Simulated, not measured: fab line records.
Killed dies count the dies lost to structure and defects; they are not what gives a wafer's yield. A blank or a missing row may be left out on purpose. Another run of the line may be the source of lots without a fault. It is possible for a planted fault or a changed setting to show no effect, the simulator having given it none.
Which tool was responsible? / flow nandHarc / 14 lots with 42 wafers sampled at 5 steps, on a route of 1159 steps

== WHAT EACH GAUGE READ, for each wafer ==
NHARC_END_SORT_01.
lot=L323; measured=day 19 22:22; on=prober-01; killedAtArray=20 27 28; killedAtOther=0 0 0; killedAtPeriphery=6 2 2; killedDies=26 29 30; killedOpen=4 3 3; killedShort=3 2 1
lot=L324; measured=day 20 06:58; on=prober-01; killedAtArray=28 29 24; killedAtOther=1 1 2; killedAtPeriphery=2 3 1; killedDies=31 33 27; killedOpen=2 4 4; killedShort=5 2 1
lot=L326; measured=day 20 14:24; on=prober-02; killedAtArray=18 22 20; killedAtOther=0 0 0; killedAtPeriphery=5 1 6; killedDies=23 23 26; killedOpen=4 5 7; killedShort=5 4 3
lot=L328; measured=day 21 04:47; on=prober-01; killedAtArray=29 33 22; killedAtOther=0 0 0; killedAtPeriphery=1 2 5; killedDies=30 35 27; killedOpen=3 1 6; killedShort=1 5 0
lot=L332; measured=day 21 16:49; on=prober-01; killedAtArray=55 33 32; killedAtOther=0 1 0; killedAtPeriphery=1 1 3; killedDies=56 35 35; killedOpen=3 1 4; killedShort=2 2 2
lot=L333; measured=day 22 00:38; on=prober-02; killedAtArray=23 20 25; killedAtOther=0 0 0; killedAtPeriphery=5 6 4; killedDies=28 26 29; killedOpen=3 4 4; killedShort=3 1 0
lot=L334; measured=day 22 04:15; on=prober-01; killedAtArray=20 12 13; killedAtOther=0 2 0; killedAtPeriphery=2 6 6; killedDies=22 20 19; killedOpen=3 5 1; killedShort=2 2 3
lot=L335; measured=day 22 09:11; on=prober-02; killedAtArray=45 38 40; killedAtOther=0 0 0; killedAtPeriphery=1 4 1; killedDies=46 42 41; killedOpen=3 3 2; killedShort=2 2 2
lot=L336; measured=day 22 17:00; on=prober-02; killedAtArray=14 20 15; killedAtOther=1 0 0; killedAtPeriphery=4 0 4; killedDies=19 20 19; killedOpen=3 3 6; killedShort=5 3 4
lot=L343; measured=day 24 08:11; on=prober-01; killedAtArray=72 88 76; killedAtOther=0 1 0; killedAtPeriphery=2 3 2; killedDies=74 92 78; killedOpen=1 2 3; killedShort=1 3 0
lot=L344; measured=day 24 15:59; on=prober-02; killedAtArray=84 80 90; killedAtOther=0 1 1; killedAtPeriphery=4 4 2; killedDies=88 85 93; killedOpen=5 2 5; killedShort=2 3 1
lot=L346; measured=day 24 23:53; on=prober-01; killedAtArray=49 67 69; killedAtOther=0 0 1; killedAtPeriphery=6 2 2; killedDies=55 69 72; killedOpen=2 3 5; killedShort=1 0 1

== WHAT TOOL EACH LOT RAN ON (gives the tool, then ch and the chambers of the sampled wafers, and finally the start) ==
lot=L323; NHARC_A_CONTACT_ETCH_112=harCapEtch-01 ch 0,1, day 16 10:20; NHARC_THIN_TSV_PVD_19=pvdSputter-01, day 19 05:54 or earlier; NHARC_THIN_TSV_DEGAS_53=pvdSputter-03, day 19 05:54; NHARC_THIN_TSV_STRIP_56=plasmaAsher-01 ch 1, day 19 07:44
lot=L324; NHARC_A_CONTACT_ETCH_112=harCapEtch-02 ch 0,1, day 16 14:48; NHARC_THIN_TSV_PVD_19=pvdSputter-03, day 19 10:51 or earlier; NHARC_THIN_TSV_DEGAS_53=pvdSputter-02, day 19 10:51; NHARC_THIN_TSV_STRIP_56=plasmaAsher-01 ch 0,1, day 19 12:50
lot=L325; NHARC_A_CONTACT_ETCH_112=harCapEtch-01 ch 0, day 17 08:08; NHARC_THIN_TSV_PVD_19=pvdSputter-03, day 19 20:26 or earlier; NHARC_THIN_TSV_DEGAS_53=pvdSputter-02, day 19 20:26; NHARC_THIN_TSV_STRIP_56=plasmaAsher-02 ch 0, day 19 22:17
lot=L326; NHARC_A_CONTACT_ETCH_112=harCapEtch-01 ch 0,1, day 17 17:14; NHARC_THIN_TSV_PVD_19=pvdSputter-01, day 20 03:56 or earlier; NHARC_THIN_TSV_DEGAS_53=pvdSputter-01, day 20 03:56; NHARC_THIN_TSV_STRIP_56=plasmaAsher-02 ch 0,1, day 20 05:43
lot=L329; NHARC_A_CONTACT_ETCH_112=harCapEtch-03 ch 0,1, day 18 00:52; NHARC_THIN_TSV_PVD_19=pvdSputter-01, day 20 10:26 or earlier; NHARC_THIN_TSV_DEGAS_53=pvdSputter-02, day 20 10:26; NHARC_THIN_TSV_STRIP_56=plasmaAsher-01 ch 0,1, day 20 12:16
lot=L328; NHARC_A_CONTACT_ETCH_112=harCapEtch-03 ch 0,1, day 18 07:08; NHARC_THIN_TSV_PVD_19=pvdSputter-02, day 20 13:29 or earlier; NHARC_THIN_TSV_DEGAS_53=pvdSputter-01, day 20 13:29; NHARC_THIN_TSV_STRIP_56=plasmaAsher-02 ch 0,1, day 20 15:26
lot=L332; NHARC_A_CONTACT_ETCH_112=harCapEtch-02 ch 0,1, day 18 17:44; NHARC_THIN_TSV_PVD_19=pvdSputter-01, day 21 06:58 or earlier; NHARC_THIN_TSV_DEGAS_53=pvdSputter-01, day 21 06:58; NHARC_THIN_TSV_STRIP_56=plasmaAsher-01 ch 1, day 21 08:46
lot=L333; NHARC_A_CONTACT_ETCH_112=harCapEtch-02 ch 0,1, day 18 21:41; NHARC_THIN_TSV_PVD_19=pvdSputter-02, day 21 09:13 or earlier; NHARC_THIN_TSV_DEGAS_53=pvdSputter-02, day 21 09:13; NHARC_THIN_TSV_STRIP_56=plasmaAsher-01 ch 0,1, day 21 10:51
lot=L334; NHARC_A_CONTACT_ETCH_112=harCapEtch-01 ch 0,1, day 19 07:07; NHARC_THIN_TSV_PVD_19=pvdSputter-01, day 21 16:34 or earlier; NHARC_THIN_TSV_DEGAS_53=pvdSputter-03, day 21 16:34; NHARC_THIN_TSV_STRIP_56=plasmaAsher-02 ch 0,1, day 21 18:26
lot=L335; NHARC_A_CONTACT_ETCH_112=harCapEtch-01 ch 0,1, day 19 13:01; NHARC_THIN_TSV_PVD_19=pvdSputter-03, day 21 17:16 or earlier; NHARC_THIN_TSV_DEGAS_53=pvdSputter-02, day 21 17:16; NHARC_THIN_TSV_STRIP_56=plasmaAsher-01 ch 0,1, day 21 19:16
lot=L336; NHARC_A_CONTACT_ETCH_112=harCapEtch-02 ch 0,1, day 19 17:16; NHARC_THIN_TSV_PVD_19=pvdSputter-01, day 22 00:26 or earlier; NHARC_THIN_TSV_DEGAS_53=pvdSputter-02, day 22 00:26; NHARC_THIN_TSV_STRIP_56=plasmaAsher-01 ch 0,1, day 22 02:04
lot=L343; NHARC_A_CONTACT_ETCH_112=harCapEtch-02 ch 0,1, day 21 08:32; NHARC_THIN_TSV_PVD_19=pvdSputter-03, day 23 22:10 or earlier; NHARC_THIN_TSV_DEGAS_53=pvdSputter-02, day 23 22:10; NHARC_THIN_TSV_STRIP_56=plasmaAsher-01 ch 0,1, day 24 00:05
lot=L344; NHARC_A_CONTACT_ETCH_112=harCapEtch-02 ch 1, day 21 18:31; NHARC_THIN_TSV_PVD_19=pvdSputter-01, day 24 03:28 or earlier; NHARC_THIN_TSV_DEGAS_53=pvdSputter-03, day 24 03:28; NHARC_THIN_TSV_STRIP_56=plasmaAsher-01 ch 0,1, day 24 05:13
lot=L346; NHARC_A_CONTACT_ETCH_112=harCapEtch-02 ch 0,1, day 22 00:05; NHARC_THIN_TSV_PVD_19=pvdSputter-01, day 24 10:23 or earlier; NHARC_THIN_TSV_DEGAS_53=pvdSputter-03, day 24 10:23; NHARC_THIN_TSV_STRIP_56=plasmaAsher-02 ch 0,1, day 24 12:19
- NHARC_A_CONTACT_ETCH_112: etches the open film in C4F8/O2/Ar, time 94 s, target depth 922 nm.
- NHARC_THIN_TSV_PVD_19: deposits TaN, target thk 20 nm.
- NHARC_THIN_TSV_DEGAS_53: time 60 s.
- NHARC_THIN_TSV_STRIP_56: strips in O2.

== WHAT THE TOOLS THEMSELVES READ (means of the sampled wafers that have a number; where no wafer has one, the mark that the record gives instead) ==
NHARC_THIN_TSV_PVD_19.
lot=L323; tool=pvdSputter-01; throttleValvePct (%)=29.6
lot=L324; tool=pvdSputter-03; throttleValvePct (%)=30.7
lot=L325; tool=pvdSputter-03; throttleValvePct (%)=29.8
lot=L326; tool=pvdSputter-01; throttleValvePct (%)=29.6
lot=L329; tool=pvdSputter-01; throttleValvePct (%)=29.5
lot=L328; tool=pvdSputter-02; throttleValvePct (%)=29.0
lot=L332; tool=pvdSputter-01; throttleValvePct (%)=29.7
lot=L333; tool=pvdSputter-02; throttleValvePct (%)=30.0
lot=L334; tool=pvdSputter-01; throttleValvePct (%)=29.7
lot=L335; tool=pvdSputter-03; throttleValvePct (%)=30.0
lot=L336; tool=pvdSputter-01; throttleValvePct (%)=29.9
lot=L343; tool=pvdSputter-03; throttleValvePct (%)=30.1
lot=L344; tool=pvdSputter-01; throttleValvePct (%)=30.3
lot=L346; tool=pvdSputter-01; throttleValvePct (%)=30.5

NHARC_THIN_TSV_DEGAS_53.
lot=L323; tool=pvdSputter-03; heaterPowerW (W)=489
lot=L324; tool=pvdSputter-02; heaterPowerW (W)=482
lot=L325; tool=pvdSputter-02; heaterPowerW (W)=504
lot=L326; tool=pvdSputter-01; heaterPowerW (W)=460
lot=L329; tool=pvdSputter-02; heaterPowerW (W)=487
lot=L328; tool=pvdSputter-01; heaterPowerW (W)=462
lot=L332; tool=pvdSputter-01; heaterPowerW (W)=457
lot=L333; tool=pvdSputter-02; heaterPowerW (W)=512
lot=L334; tool=pvdSputter-03; heaterPowerW (W)=489
lot=L335; tool=pvdSputter-02; heaterPowerW (W)=521
lot=L336; tool=pvdSputter-02; heaterPowerW (W)=501
lot=L343; tool=pvdSputter-02; heaterPowerW (W)=491
lot=L344; tool=pvdSputter-03; heaterPowerW (W)=488
lot=L346; tool=pvdSputter-03; heaterPowerW (W)=484

NHARC_THIN_TSV_STRIP_56.
lot=L323; tool=plasmaAsher-01; drypumpMotorCurrentA (A)=5.3; heaterPowerW (W)=317
lot=L324; tool=plasmaAsher-01; drypumpMotorCurrentA (A)=5.8; heaterPowerW (W)=329
lot=L325; tool=plasmaAsher-02; drypumpMotorCurrentA (A)=5.1; heaterPowerW (W)=287
lot=L326; tool=plasmaAsher-02; drypumpMotorCurrentA (A)=5.4; heaterPowerW (W)=285
lot=L329; tool=plasmaAsher-01; drypumpMotorCurrentA (A)=5.8; heaterPowerW (W)=318
lot=L328; tool=plasmaAsher-02; drypumpMotorCurrentA (A)=5.7; heaterPowerW (W)=284
lot=L332; tool=plasmaAsher-01; drypumpMotorCurrentA (A)=5.3; heaterPowerW (W)=304
lot=L333; tool=plasmaAsher-01; drypumpMotorCurrentA (A)=5.5; heaterPowerW (W)=314
lot=L334; tool=plasmaAsher-02; drypumpMotorCurrentA (A)=5.4; heaterPowerW (W)=287
lot=L335; tool=plasmaAsher-01; drypumpMotorCurrentA (A)=5.5; heaterPowerW (W)=309
lot=L336; tool=plasmaAsher-01; drypumpMotorCurrentA (A)=5.8; heaterPowerW (W)=317
lot=L343; tool=plasmaAsher-01; drypumpMotorCurrentA (A)=5.8; heaterPowerW (W)=324
lot=L344; tool=plasmaAsher-01; drypumpMotorCurrentA (A)=5.8; heaterPowerW (W)=322
lot=L346; tool=plasmaAsher-02; drypumpMotorCurrentA (A)=5.4; heaterPowerW (W)=280

== THE ANSWER, worked out from the rows above alone ==
Rule: what is usual is taken from the lots themselves. The widest of any qualifying gaps counts: lots, ordered by their means at a reading, are off when they make up no more than a third of the lots, leave a main group of 4 or more, and stand apart from it by 3 or more times the standard deviation of that group's means. A main group whose means are all the same, to the digits that the tables above print for the reading, isn't used. Also off: a lot with no number at a reading for which 4 or more lots have one. Any other lot the step has rows for is counted as sound. The gauges are gone through in route order, then the tools' own readings, and for those a lot's mean is taken as printed above. At the first step where some lot is off, the reading lying furthest off is the one used; lots without a number count as furthest.
No lot is off on any of the readings shown, so nothing can be concluded from this.

== WHAT THE SIMULATOR HAD INSERTED ==
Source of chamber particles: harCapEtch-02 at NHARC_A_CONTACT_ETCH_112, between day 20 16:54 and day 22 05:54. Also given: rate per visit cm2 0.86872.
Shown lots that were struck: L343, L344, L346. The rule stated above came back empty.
